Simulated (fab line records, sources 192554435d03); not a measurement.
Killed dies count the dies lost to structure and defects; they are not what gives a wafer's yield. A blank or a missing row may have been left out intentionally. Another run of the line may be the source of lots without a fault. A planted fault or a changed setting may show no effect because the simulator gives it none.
fab line records	flow n5_finfet	part 1 of 2: steps 1 to 17 of 28
[record] lots = 5	wafers = 15	last_day = 16
route steps=1938 shown BEOL_M2@881
lots that met no fault: from a run of the same line without faults
start_h: the number of hours between the record's first day and the start of the first shown wafer of the lot	wait_h: time in hours since the lot's previous step	" repeats the value in the row above	L1.1+2: a row that stands for several wafers	- no value, or no start given	* or withheld: withheld	< > ~ a bound
route shown NAME@n: a module of which the file shows steps, and the number in the route of the first	usual: mean/standard deviation of fault-free wafers	same: alike in all rows	chamber/n: place in a boat	sites: per-site readings	_std_site: the values' standard deviation	_edge_site: inner sites' mean taken away from outer sites' mean	radius_mm: for every site, how far away it sits from the centre of the wafer	mask NAME#n: copy n	behind: the tool/chamber that last shaped the wafer	hold: the reason the lot was held/the length of the hold in hours/how it ended	device: transistor that didn't switch, given as n, p or np	end of line: the route-end tests of the same wafers	a step without rows: its recipe alone	killed: dies that structure and defects cost at the first sort, which is not the same as the wafer's yield	map: shows each die of a wafer: x if killed, . if not, _ if none is there
set.NAME: the setting that was run; set.NAME@STEP: the one run at that earlier step	model.NAME: the simulator's own value behind a step, which no gauge read
lots at some steps of the route; a table a step, a row a wafer
services: from which hour (start_h, from the record's first day; less than 0 if before it) a tool's chamber was out of use, for how many hours, and why
[[steps]]
[step N5_BEOL_M2_ETCH_69]
[recipe] chemistry = CF4	target = SiARC	target_depth_a = 156	mask_material = CAR-EUV	time_s = 26	ion_energy_ev = 80	pressure_mtorr = 40	source_w = 545	bias_w = 36	Ar_flow_sccm = 100	cf4_flow_sccm = 100	ends = cleared
[usual] drypump_motor_current_A = 5.5/0.42	etch_rf_on_time_s = 25.9/0.48	oes_product_au = 0.67/0.065	rf_vpp_V = 184.0/1.1	showerhead_plenum_p_Torr = 2.14/0.066	throttle_valve_pct = 15.64/0.27
lot.wafer	tool	chamber	start_h	wait_h	drypump_motor_current_A	etch_rf_on_time_s	oes_product_au	rf_hours_counter_h	rf_vpp_V	showerhead_plenum_p_Torr	throttle_valve_pct
L074.1	rie_diel-06	2	135.00	0.0	5.0	26.3	0.71	76	183.3	2.09	15.75
L074.5	"	2	"	"	5.0	26.0	0.71	-	183.2	2.09	15.75
L074.6	"	1	"	"	5.3	25.4	0.67	-	184.1	2.07	15.86
L077.1	rie_diel-04	3	157.59	0.0	5.5	25.0	0.79	27	184.6	2.18	15.09
L077.2	"	2	"	"	5.7	25.4	0.75	38	183.4	2.18	15.09
L077.5	"	0	"	"	5.4	25.3	0.72	-	186.1	2.25	15.75
L083.1	rie_diel-04	0	189.63	0.0	5.4	25.6	0.70	66	183.9	2.25	15.76
L083.2	"	3	"	"	5.5	25.5	0.77	38	183.5	2.18	15.13
L083.6	"	2	"	"	5.7	26.0	0.73	-	185.3	2.17	15.11
L085.1	rie_diel-06	3	200.80	0.0	6.5	25.8	0.61	215	185.5	2.20	15.81
L085.3	"	1	"	"	5.3	25.4	0.65	141	184.2	2.06	15.90
L085.6	"	2	"	"	5.0	25.7	0.69	-	181.7	2.08	15.81
L090.1	rie_diel-04	2	224.89	0.0	5.7	25.7	0.72	63	185.6	2.17	15.14
L090.4	"	3	"	"	5.5	25.3	0.75	51	184.1	2.17	15.13
L090.6	"	1	"	"	5.8	25.5	0.79	-	184.5	2.19	15.39
[step N5_BEOL_M2_ALD_98]
[recipe] material = SiO2	target_thk_a = 25	temp_c = 100	ald_precursor_family = BDEAS	ald_co_reactant = O2-plasma	pulse_time_s = 1	co_reactant_pulse_time_s = 1	purge_time_s = 2	co_reactant_purge_time_s = 2	ald_cycles = 17	pressure_torr = 2
[usual] heater_power_w = 76/8	precursor_pulse_height_rel = 1.000/0.019
lot.wafer	tool	chamber	start_h	wait_h	heater_power_w	precursor_pulse_height_rel
L074.1	ald_sin-04	1	135.08	0.1	76	0.995
L074.5	"	1	"	"	77	0.971
L074.6	"	0	"	"	66	1.004
L077.1	ald_sin-03	2	157.68	0.1	94	1.022
L077.2	"	0	"	"	82	1.005
L077.5	"	3	"	"	72	1.007
L083.1	ald_sin-03	2	189.81	0.2	92	0.977
L083.2	"	3	"	"	75	1.015
L083.6	"	1	"	"	76	1.013
L085.1	ald_sin-03	2	200.88	0.1	91	1.002
L085.3	"	0	"	"	82	1.036
L085.6	"	3	"	"	75	0.966
L090.1	ald_sin-04	0	224.98	0.1	64	0.979
L090.4	"	2	"	"	77	0.991
L090.6	"	1	"	"	74	0.994
[step N5_BEOL_M2_ETCHBACK_99]
[recipe] chemistry = CHF3	target = SiO2	target_depth_a = 50	time_s = 10.4	source_w = 215	bias_w = 47	Ar_flow_sccm = 200	CHF3_flow_sccm = 12	ion_energy_ev = 100	pressure_mtorr = 30
[usual] drypump_motor_current_A = 5.53/0.28	oes_product_au = 0.84/0.073	rf_vpp_V = 241.0/2.3	showerhead_plenum_p_Torr = 2.19/0.061	throttle_valve_pct = 16.97/0.29
lot.wafer	tool	chamber	start_h	wait_h	drypump_motor_current_A	oes_product_au	rf_hours_counter_h	rf_vpp_V	showerhead_plenum_p_Torr	throttle_valve_pct
L074.1	rie_diel-06	1	138.51	3.4	5.34	0.78	119	237.9	2.07	17.32
L074.5	"	3	"	"	6.49	0.72	-	243.7	2.23	17.22
L074.6	"	0	"	"	5.44	0.73	-	238.5	2.15	16.95
L077.1	rie_diel-04	2	158.73	1.0	5.68	0.87	39	242.4	2.19	16.56
L077.2	"	3	"	"	5.51	0.92	27	240.2	2.19	16.56
L077.5	"	0	"	"	5.41	0.84	-	241.8	2.27	17.22
L083.1	rie_diel-03	1	191.23	1.4	5.56	0.67	243	243.4	2.13	17.19
L083.2	"	3	"	"	5.67	0.98	4	243.3	2.21	17.18
L083.6	"	2	"	"	5.68	0.87	-	247.3	2.29	16.69
L085.1	rie_diel-03	0	201.90	1.0	5.07	0.86	49	237.1	2.10	17.09
L085.3	"	1	"	"	5.55	0.67	247	242.2	2.12	17.22
L085.6	"	0	"	"	5.06	0.86	-	237.0	2.10	17.07
L090.1	rie_diel-04	0	231.92	6.9	5.42	0.80	82	240.8	2.26	17.27
L090.4	"	3	"	"	5.53	0.87	53	241.4	2.18	16.59
L090.6	"	3	"	"	5.50	0.87	-	239.7	2.18	16.60
[step N5_BEOL_M2_ETCH_70]
[recipe] chemistry = N2/H2	target = SOC	target_depth_a = 800	overetch_a = 240	mask_material = SiARC	temp_c = 40	time_s = 130	ion_energy_ev = 200	pressure_mtorr = 30	source_w = 840	bias_w = 150	n2_flow_sccm = 200	h2_flow_sccm = 200
[usual] drypump_motor_current_A = 5.54/0.28	oes_product_au = 0.62/0.051	rf_vpp_V = 524.9/2.4	showerhead_plenum_p_Torr = 2.59/0.077	throttle_valve_pct = 17.7/0.34
lot.wafer	tool	chamber	start_h	wait_h	drypump_motor_current_A	oes_product_au	rf_hours_counter_h	rf_vpp_V	showerhead_plenum_p_Torr	throttle_valve_pct
L074.1	rie_diel-06	1	138.55	0.0	5.31	0.56	119	522.0	2.46	18.1
L074.5	"	3	"	"	6.50	0.53	-	526.7	2.63	18.1
L074.6	"	0	"	"	5.48	0.55	-	521.9	2.53	17.6
L077.1	rie_diel-04	2	158.77	0.0	5.69	0.64	39	525.9	2.60	17.3
L077.2	"	3	"	"	5.51	0.66	27	526.1	2.59	17.2
L077.5	"	0	"	"	5.43	0.61	-	528.0	2.70	18.1
L083.1	rie_diel-03	1	191.27	0.0	5.57	0.51	243	522.3	2.50	17.9
L083.2	"	3	"	"	5.67	0.72	4	525.1	2.61	18.1
L083.6	"	2	"	"	5.64	0.65	-	527.6	2.70	17.4
L085.1	rie_diel-03	0	201.94	0.0	5.07	0.63	49	521.6	2.48	17.8
L085.3	"	1	"	"	5.55	0.51	247	521.5	2.50	17.9
L085.6	"	0	"	"	5.09	0.63	-	521.3	2.48	17.8
L090.1	rie_diel-04	0	231.96	0.0	5.42	0.59	82	526.1	2.69	18.1
L090.4	"	3	"	"	5.53	0.63	53	524.6	2.58	17.3
L090.6	"	3	"	"	5.54	0.63	-	524.1	2.58	17.3
[step N5_BEOL_M2_STRIP_71]
[recipe] chemistry = N2/H2	temp_c = 40	n2_flow_sccm = 200	h2_flow_sccm = 200	rf_frequency_hz = 6e+07
lot.wafer	tool	chamber	start_h	wait_h
L074.1+5+6	rie_diel-06	1,3,0	138.63	0.0
L077.1+2+5	rie_diel-04	2,3,0	158.85	0.0
L083.1+2+6	rie_diel-03	1,3,2	191.35	0.0
L085.1+3+6	rie_diel-03	0,1,0	202.03	0.0
L090.1+4+6	rie_diel-04	0,3,3	232.05	0.0
[step N5_BEOL_M2_STRIP_78]
[recipe] chemistry = N2/H2	temp_c = 40	n2_flow_sccm = 200	h2_flow_sccm = 200	rf_frequency_hz = 6e+07
lot.wafer	tool	chamber	start_h	wait_h
L074.1+5+6	rie_diel-06	1,3,0	138.64	0.0
L077.1+2+5	rie_diel-04	2,3,0	158.86	0.0
L083.1+2+6	rie_diel-03	1,3,2	191.36	0.0
L085.1+3+6	rie_diel-03	0,1,0	202.04	0.0
L090.1+4+6	rie_diel-04	0,3,3	232.06	0.0
[step N5_BEOL_M2_VIA_ETCH_34]
[recipe] chemistry = C4F6/O2	target_depth_a = 694	mask_material = SOC	pressure_mtorr = 15	ion_energy_ev = 250	taper_deg = 4	time_s = 65.9	source_w = 350	bias_w = 170	Ar_flow_sccm = 300	C4F6_flow_sccm = 10	O2_flow_sccm = 10
[usual] drypump_motor_current_A = 5.54/0.28	oes_product_au = 0.84/0.072	rf_vpp_V = 666/5.8	showerhead_plenum_p_Torr = 2.89/0.077	throttle_valve_pct = 30.7/0.32
lot.wafer	tool	chamber	start_h	wait_h	drypump_motor_current_A	oes_product_au	rf_hours_counter_h	rf_vpp_V	showerhead_plenum_p_Torr	throttle_valve_pct
L074.1	rie_diel-06	1	138.65	0.0	5.32	0.77	119	658	2.74	31.0
L074.5	"	3	"	"	6.50	0.73	-	674	2.94	30.9
L074.6	"	0	"	"	5.44	0.74	-	658	2.84	30.5
L077.1	rie_diel-04	2	158.87	0.0	5.68	0.88	39	666	2.90	30.3
L077.2	"	3	"	"	5.52	0.91	27	665	2.89	30.2
L077.5	"	0	"	"	5.43	0.84	-	667	2.99	31.0
L083.1	rie_diel-03	1	191.37	0.0	5.55	0.68	243	673	2.81	30.8
L083.2	"	3	"	"	5.64	0.98	4	672	2.91	31.1
L083.6	"	2	"	"	5.68	0.88	-	680	3.02	30.4
L085.1	rie_diel-03	0	202.05	0.0	5.07	0.85	50	657	2.78	30.8
L085.3	"	1	"	"	5.57	0.68	247	673	2.81	30.8
L085.6	"	0	"	"	5.07	0.85	-	656	2.78	30.8
L090.1	rie_diel-04	0	232.07	0.0	5.40	0.79	82	666	2.98	31.0
L090.4	"	3	"	"	5.53	0.86	53	664	2.88	30.3
L090.6	"	3	"	"	5.53	0.87	-	664	2.88	30.3
[step N5_BEOL_M2_STRIP_83]
[recipe] chemistry = C4F6/O2	resist = SiARC	rf_frequency_hz = 6e+07
lot.wafer	tool	chamber	start_h	wait_h
L074.1+5+6	rie_diel-06	1,3,0	138.71	0.0
L077.1+2+5	rie_diel-04	2,3,0	158.93	0.0
L083.1+2+6	rie_diel-03	1,3,2	191.42	0.0
L085.1+3+6	rie_diel-03	0,1,0	202.10	0.0
L090.1+4+6	rie_diel-04	0,3,3	232.12	0.0
[step N5_BEOL_M2_STRIP_36]
[recipe] chemistry = N2/H2	power_w = 450	temp_c = 40	pressure_mtorr = 20	rf_frequency_hz = 6e+07	overash_fraction = 0.3	bias_power_w = 7	h2_frac = 0.5	n2_flow_sccm = 200	h2_flow_sccm = 200
[usual] drypump_motor_current_A = 5.54/0.28	oes_product_au = 0.84/0.073	rf_vpp_V = 59.3/1.3	showerhead_plenum_p_Torr = 2.58/0.077	throttle_valve_pct = 23.6/0.4
lot.wafer	tool	chamber	start_h	wait_h	drypump_motor_current_A	oes_product_au	rf_hours_counter_h	rf_vpp_V	showerhead_plenum_p_Torr	throttle_valve_pct
L074.1	rie_diel-06	1	138.72	0.0	5.33	0.78	119	57.6	2.46	23.9
L074.5	"	3	"	"	6.51	0.71	-	58.0	2.63	24.1
L074.6	"	0	"	"	5.48	0.73	-	59.0	2.53	23.3
L077.1	rie_diel-04	2	158.94	0.0	5.71	0.88	39	59.4	2.59	23.2
L077.2	"	3	"	"	5.54	0.92	27	59.1	2.59	23.1
L077.5	"	0	"	"	5.38	0.84	-	59.8	2.70	24.0
L083.1	rie_diel-03	1	191.43	0.0	5.55	0.68	243	58.2	2.50	23.6
L083.2	"	3	"	"	5.71	1.00	4	59.5	2.61	24.1
L083.6	"	2	"	"	5.66	0.88	-	59.3	2.70	23.2
L085.1	rie_diel-03	0	202.11	0.0	5.05	0.87	50	60.2	2.47	23.6
L085.3	"	1	"	"	5.56	0.68	247	59.9	2.50	23.6
L085.6	"	0	"	"	5.08	0.86	-	59.9	2.47	23.6
L090.1	rie_diel-04	0	232.13	0.0	5.41	0.80	82	59.2	2.69	24.1
L090.4	"	3	"	"	5.53	0.86	53	60.5	2.58	23.1
L090.6	"	3	"	"	5.53	0.88	-	60.6	2.58	23.1
[step N5_BEOL_M2_TRENCH_ETCH_37]
[recipe] chemistry = C4F6/O2	target_depth_a = 555.55	target = SiOC	time_s = 29.2	ion_energy_ev = 250	pressure_mtorr = 30	source_w = 355	bias_w = 185	Ar_flow_sccm = 300	C4F6_flow_sccm = 10	O2_flow_sccm = 10
[usual] drypump_motor_current_A = 5.54/0.28	oes_product_au = 0.84/0.071	rf_vpp_V = 666/6	showerhead_plenum_p_Torr = 2.89/0.077	throttle_valve_pct = 20.8/0.31
lot.wafer	tool	chamber	start_h	wait_h	drypump_motor_current_A	oes_product_au	rf_hours_counter_h	rf_vpp_V	showerhead_plenum_p_Torr	throttle_valve_pct
L074.1	rie_diel-06	1	-	-	5.34	0.77	119	658	2.74	21.1
L074.5	"	3	"	"	6.50	0.72	-	676	2.94	21.0
L074.6	"	0	"	"	5.47	0.73	-	657	2.84	20.7
L077.1	rie_diel-04	2	-	-	5.67	0.87	39	667	2.90	20.4
L077.2	"	3	"	"	5.52	0.91	27	663	2.90	20.3
L077.5	"	0	"	"	5.40	0.83	-	666	3.00	21.1
L083.1	rie_diel-03	1	-	-	5.57	0.68	243	672	2.81	20.9
L083.2	"	3	"	"	5.67	0.98	4	672	2.91	21.1
L083.6	"	2	"	"	5.65	0.87	-	679	3.02	20.5
L085.1	rie_diel-03	0	-	-	5.03	0.85	50	658	2.78	20.9
L085.3	"	1	"	"	5.54	0.67	247	673	2.81	20.9
L085.6	"	0	"	"	5.05	0.86	-	655	2.78	20.9
L090.1	rie_diel-04	0	-	-	5.42	0.80	82	664	2.98	21.1
L090.4	"	3	"	"	5.53	0.88	53	664	2.89	20.4
L090.6	"	3	"	"	5.53	0.87	-	664	2.89	20.4
[step N5_BEOL_M2_ETCH_41]
[recipe] chemistry = CH3F/O2	target = SiCN	target_depth_a = 299	taper_deg = 2	time_s = 52.5	ion_energy_ev = 120	mask_material = TiN	pressure_mtorr = 30	source_w = 395	bias_w = 75	Ar_flow_sccm = 150	CH3F_flow_sccm = 30	O2_flow_sccm = 20
[usual] CH3F_flow_sccm = 29.99/0.09	drypump_motor_current_A = 5.53/0.28	oes_product_au = 0.84/0.071	rf_vpp_V = 298.0/1.5	showerhead_plenum_p_Torr = 2.03/0.058	throttle_valve_pct = 16.21/0.3
lot.wafer	tool	chamber	start_h	wait_h	CH3F_flow_sccm	drypump_motor_current_A	oes_product_au	rf_hours_counter_h	rf_vpp_V	showerhead_plenum_p_Torr	throttle_valve_pct
L074.1	rie_diel-06	1	-	-	30.12	5.31	0.77	119	295.9	1.93	16.57
L074.5	"	3	"	"	30.21	6.49	0.72	-	298.8	2.07	16.49
L074.6	"	0	"	"	29.98	5.48	0.73	-	297.3	1.99	16.21
L077.1	rie_diel-04	2	-	-	30.02	5.65	0.87	39	297.3	2.04	15.81
L077.2	"	3	"	"	29.88	5.54	0.92	27	299.3	2.04	15.77
L077.5	"	0	"	"	30.08	5.41	0.83	-	300.2	2.11	16.50
L083.1	rie_diel-03	1	-	-	29.96	5.56	0.68	244	296.4	1.98	16.45
L083.2	"	3	"	"	30.06	5.68	0.99	4	298.6	2.05	16.41
L083.6	"	2	"	"	30.09	5.67	0.88	-	299.8	2.13	15.94
L085.1	rie_diel-03	0	-	-	30.04	5.05	0.86	50	297.7	1.95	16.33
L085.3	"	1	"	"	29.80	5.55	0.67	247	297.1	1.97	16.47
L085.6	"	0	"	"	29.92	5.05	0.85	-	295.6	1.95	16.32
L090.1	rie_diel-04	0	-	-	30.09	5.42	0.80	82	299.8	2.10	16.56
L090.4	"	3	"	"	29.82	5.54	0.88	53	297.7	2.03	15.83
L090.6	"	3	"	"	29.95	5.53	0.86	-	296.2	2.03	15.85
[step N5_BEOL_M2_STRIP_97]
[recipe] chemistry = N2/H2	time_s = 10	power_w = 450	temp_c = 40	pressure_mtorr = 20	rf_frequency_hz = 6e+07	bias_power_w = 7	n2_flow_sccm = 200	h2_flow_sccm = 200
[usual] drypump_motor_current_A = 5.54/0.28	oes_product_au = 0.84/0.071	rf_vpp_V = 59.3/0.85	showerhead_plenum_p_Torr = 2.58/0.077	throttle_valve_pct = 23.6/0.4
lot.wafer	tool	chamber	start_h	wait_h	drypump_motor_current_A	oes_product_au	rf_hours_counter_h	rf_vpp_V	showerhead_plenum_p_Torr	throttle_valve_pct
L074.1	rie_diel-06	1	-	-	5.31	0.77	119	57.9	2.46	23.9
L074.5	"	3	"	"	6.53	0.72	-	59.7	2.63	24.1
L074.6	"	0	"	"	5.46	0.74	-	59.4	2.53	23.3
L077.1	rie_diel-04	2	-	-	5.69	0.88	39	59.3	2.59	23.2
L077.2	"	3	"	"	5.53	0.91	27	58.6	2.59	23.0
L077.5	"	0	"	"	5.42	0.83	-	59.8	2.70	24.0
L083.1	rie_diel-03	1	-	-	5.56	0.69	244	59.3	2.50	23.6
L083.2	"	3	"	"	5.66	0.99	4	58.3	2.61	24.1
L083.6	"	2	"	"	5.62	0.88	-	60.4	2.70	23.2
L085.1	rie_diel-03	0	-	-	5.08	0.85	50	59.6	2.47	23.6
L085.3	"	1	"	"	5.56	0.69	247	59.6	2.50	23.6
L085.6	"	0	"	"	5.10	0.85	-	58.7	2.47	23.6
L090.1	rie_diel-04	0	-	-	5.43	0.80	82	60.8	2.69	24.1
L090.4	"	3	"	"	5.52	0.86	53	59.3	2.58	23.1
L090.6	"	3	"	"	5.54	0.86	-	58.4	2.58	23.1
[step N5_BEOL_M2_OCD_MEAS_38]
[usual] trench_depth_nm = 55.7/0.82
lot.wafer	tool	chamber	start_h	wait_h	trench_depth_nm
L074.1	ocd-02	-	138.91	-	55.9
L074.5	"	-	"	"	55.2
L074.6	"	-	"	"	53.8
L077.1	ocd-02	-	159.13	-	55.4
L077.2	"	-	"	"	56.1
L077.5	"	-	"	"	56.1
L083.1	ocd-02	-	191.63	-	53.4
L083.2	"	-	"	"	55.9
L083.6	"	-	"	"	55.3
L085.1	ocd-01	-	202.30	-	54.7
L085.3	"	-	"	"	53.0
L085.6	"	-	"	"	54.6
L090.1	ocd-01	-	232.32	-	56.2
L090.4	"	-	"	"	56.8
L090.6	"	-	"	"	57.0
[step N5_BEOL_M2_HM_STRIP_39]
[recipe] chemistry = peroxide_tin_strip	material = TiN	target_depth_a = 250	temp_c = 50	time_s = 158
[usual] bath_heat_duty_pct = 7.1/0.86
lot.wafer	tool	chamber	start_h	wait_h	bath_heat_duty_pct
L074.1	wet_bench-04	2	138.94	0.0	6.7
L074.5	"	6	"	"	6.6
L074.6	"	7	"	"	6.5
L077.1	wet_bench-04	0	159.16	0.0	7.8
L077.2	"	3	"	"	6.2
L077.5	"	2	"	"	7.4
L083.1	wet_bench-03	2	191.66	0.0	8.4
L083.2	"	1	"	"	6.9
L083.6	"	5	"	"	5.2
L085.1	wet_bench-05	5	202.33	0.0	6.1
L085.3	"	3	"	"	7.5
L085.6	"	4	"	"	7.9
L090.1	wet_bench-03	7	232.35	0.0	6.9
L090.4	"	0	"	"	7.6
L090.6	"	6	"	"	8.0
[step N5_BEOL_M2_SRD_40]
[recipe] time_s = 30	temp_c = 23	rinse_liquid = diw	dry = ipa_marangoni
[usual] bath_heat_duty_pct = 3.7/0.54
lot.wafer	tool	chamber	start_h	wait_h	bath_heat_duty_pct
L074.1	wet_bench-04	2	138.99	0.0	3.3
L074.5	"	6	"	"	4.2
L074.6	"	7	"	"	3.2
L077.1	wet_bench-04	0	159.21	0.0	3.5
L077.2	"	3	"	"	3.3
L077.5	"	2	"	"	3.5
L083.1	wet_bench-03	2	191.71	0.0	3.9
L083.2	"	1	"	"	2.9
L083.6	"	5	"	"	2.7
L085.1	wet_bench-05	5	202.38	0.0	2.7
L085.3	"	3	"	"	3.8
L085.6	"	4	"	"	3.6
L090.1	wet_bench-03	7	232.44	0.0	3.4
L090.4	"	0	"	"	4.1
L090.6	"	6	"	"	3.8
[step N5_BEOL_M2_PRECLEAN_42]
[recipe] chemistry = residue_remover	time_s = 60	temp_c = 40
[usual] bath_heat_duty_pct = 4.4/0.63
lot.wafer	tool	chamber	start_h	wait_h	bath_heat_duty_pct
L074.1	wet_bench-04	2	139.00	0.0	4.0
L074.5	"	6	"	"	4.8
L074.6	"	7	"	"	4.2
L077.1	wet_bench-04	0	159.22	0.0	4.6
L077.2	"	3	"	"	3.8
L077.5	"	2	"	"	4.6
L083.1	wet_bench-03	2	191.72	0.0	5.3
L083.2	"	1	"	"	5.0
L083.6	"	5	"	"	4.0
L085.1	wet_bench-05	5	202.40	0.0	3.5
L085.3	"	3	"	"	5.0
L085.6	"	4	"	"	5.7
L090.1	wet_bench-03	7	232.48	0.0	4.6
L090.4	"	0	"	"	4.8
L090.6	"	6	"	"	3.9
[step N5_BEOL_M2_SRD_43]
[recipe] time_s = 30	temp_c = 23	rinse_liquid = diw	dry = ipa_marangoni
[usual] bath_heat_duty_pct = 3.7/0.52
lot.wafer	tool	chamber	start_h	wait_h	bath_heat_duty_pct
L074.1	wet_bench-04	2	139.02	0.0	3.3
L074.5	"	6	"	"	4.0
L074.6	"	7	"	"	2.3
L077.1	wet_bench-04	0	159.24	0.0	3.7
L077.2	"	3	"	"	3.2
L077.5	"	2	"	"	3.2
L083.1	wet_bench-03	2	191.74	0.0	4.1
L083.2	"	1	"	"	3.6
L083.6	"	5	"	"	3.2
L085.1	wet_bench-05	5	202.41	0.0	3.4
L085.3	"	3	"	"	5.0
L085.6	"	4	"	"	4.1
L090.1	wet_bench-03	7	232.51	0.0	4.3
L090.4	"	0	"	"	3.4
L090.6	"	6	"	"	4.2
